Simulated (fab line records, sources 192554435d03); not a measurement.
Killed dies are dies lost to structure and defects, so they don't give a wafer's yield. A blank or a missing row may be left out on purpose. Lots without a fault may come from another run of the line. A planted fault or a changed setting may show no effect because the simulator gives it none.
Split-lot experiment | flow n5_finfet | 7 lots, 21 wafers read, on a route of 1938 steps

THE SPLIT
At N5_BEOL_M5_ILD_DEP_00 (deposits SiCOH lowk from DEMS/porogen, target thk 140.64 nm, time 25.9 s), the setting time_s was moved away from the recipe's 25.9 s on 10 of the 21 wafers read, by -11.4% to +11.9%. The other wafers ran this setting at the recipe's value.

FROM THE SPLIT TO THE READING: what the file shows between them, 1 step
- N5_BEOL_M5_CURE_79: cures SiCOH lowk, time 240 s

THE READING
M5_ILD_THK, in nm, at N5_BEOL_M5_THK_MEAS_01. Fault-free wafers of this fab line usually give 121.0 nm, standard deviation 1.5 nm.

wafer  | tool, chamber at the split | time_s as run, s | against the recipe | M5_ILD_THK, nm | against lot-mates on the recipe
L074.1 | pecvd-04, 0                | 25.9             | recipe             | 119.6          | -
L074.5 | pecvd-04, 0                | 24.4             | -5.8%              | 115.9          | -3.7
L074.6 | pecvd-04, 1                | 24.4             | -5.8%              | 114.5          | -5.1
L075.3 | pecvd-02, 2                | 24.23            | -6.4%              | 113.0          | -8.3
L075.4 | pecvd-02, 1                | 25.9             | recipe             | 122.0          | -
L075.5 | pecvd-02, 0                | 25.9             | recipe             | 120.7          | -
L080.1 | pecvd-03, 1                | 28.98            | +11.9%             | 134.4          | +14.0
L080.2 | pecvd-03, 2                | 28.98            | +11.9%             | 135.1          | +14.7
L080.3 | pecvd-03, 0                | 25.9             | recipe             | 120.4          | -
L084.2 | pecvd-03, 0                | 25.9             | recipe             | 122.7          | -
L084.3 | pecvd-03, 1                | 25.9             | recipe             | 123.3          | -
L084.5 | pecvd-03, 0                | 25.9             | recipe             | 121.7          | -
L089.2 | pecvd-02, 1                | 25.9             | recipe             | 118.9          | -
L089.5 | pecvd-02, 1                | 28.14            | +8.6%              | 133.7          | +14.8
L089.6 | pecvd-02, 2                | 28.14            | +8.6%              | 132.0          | +13.1
L091.4 | pecvd-04, 1                | 22.94            | -11.4%             | 107.3          | -13.0
L091.5 | pecvd-04, 2                | 25.9             | recipe             | 119.1          | -
L091.6 | pecvd-04, 0                | 25.9             | recipe             | 121.5          | -
L095.3 | pecvd-04, 0                | 25.9             | recipe             | 122.5          | -
L095.4 | pecvd-04, 1                | 27.09            | +4.6%              | 128.1          | +5.6
L095.5 | pecvd-04, 2                | 27.09            | +4.6%              | 128.8          | +6.3

THE FIT
A straight line over all 21 wafers: M5_ILD_THK changes by +1.21 nm for each +1% of time_s; r = +0.98; the points scatter about the line by 1.4 nm.
The same after taking each lot's own level away (the mean of its wafers on the recipe; 21 wafers): +1.23 nm for each +1%; r = +0.98; scatter 1.4 nm.
On that fit, the largest move of time_s shifts the reading by 15 nm.
The lots' own levels span 118.90 to 122.57 nm, that is 2.4 times the standard deviation above.
So the lot-to-lot level changes the slope little: the two slopes agree.
Check: with one of the wafers moved furthest among these (+11.9%) left out of the fit, the line predicts +15.6 nm for it against its lot-mates. It came out at +14 nm against them.

OTHER SPLITS ON THESE WAFERS
These wafers also went through other splits before the reading. Each is held against what the fit with the lots' levels taken away leaves over:
other split on the same wafers   | wafers away from the commonest value | r with M5_ILD_THK (lot level and that fit taken away)
N5_BEOL_M0_SAQP_PECVD_04 time_s  | 4                                    | -0.09
N5_BEOL_M0_CUTY_COAT_50 spin_rpm | 3                                    | +0.38
N5_BEOL_M1_PECVD_72 time_s       | 8                                    | -0.11
N5_BEOL_M1_COAT_05 spin_rpm      | 8                                    | -0.29
N5_BEOL_M1_SPUTTER_48 time_s     | 5                                    | -0.13
N5_BEOL_M2_ETCH_70 bias_w        | 6                                    | -0.03

THE WHOLE CHAIN: every reading that the file lists as answering this split, in the file's order
step                   | what it does                                                             | reading                                                                                  | change (the file's fit)              | r (the file's)
N5_BEOL_M5_ILD_DEP_00  | deposits SiCOH lowk from DEMS/porogen, target thk 140.64 nm, time 25.9 s | SiCOH_lowk_of_BEOL_M5_ILD_DEP_00.thk_nm (the simulator's own value, which no gauge read) | +1.42 nm for each +1% of the setting | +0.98
N5_BEOL_M5_CURE_79     | cures SiCOH lowk, time 240 s                                             | SiCOH_lowk_of_BEOL_M5_ILD_DEP_00.thk_nm (the simulator's own value, which no gauge read) | +1.24 nm for each +1% of the setting | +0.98
N5_BEOL_M5_THK_MEAS_01 |                                                                          | M5_ILD_THK                                                                               | +1.23 for each +1% of the setting    | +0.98

THE FILE'S OWN FIT
M5_ILD_THK changes by +1.23 nm for each +1% of time_s, r = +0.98.
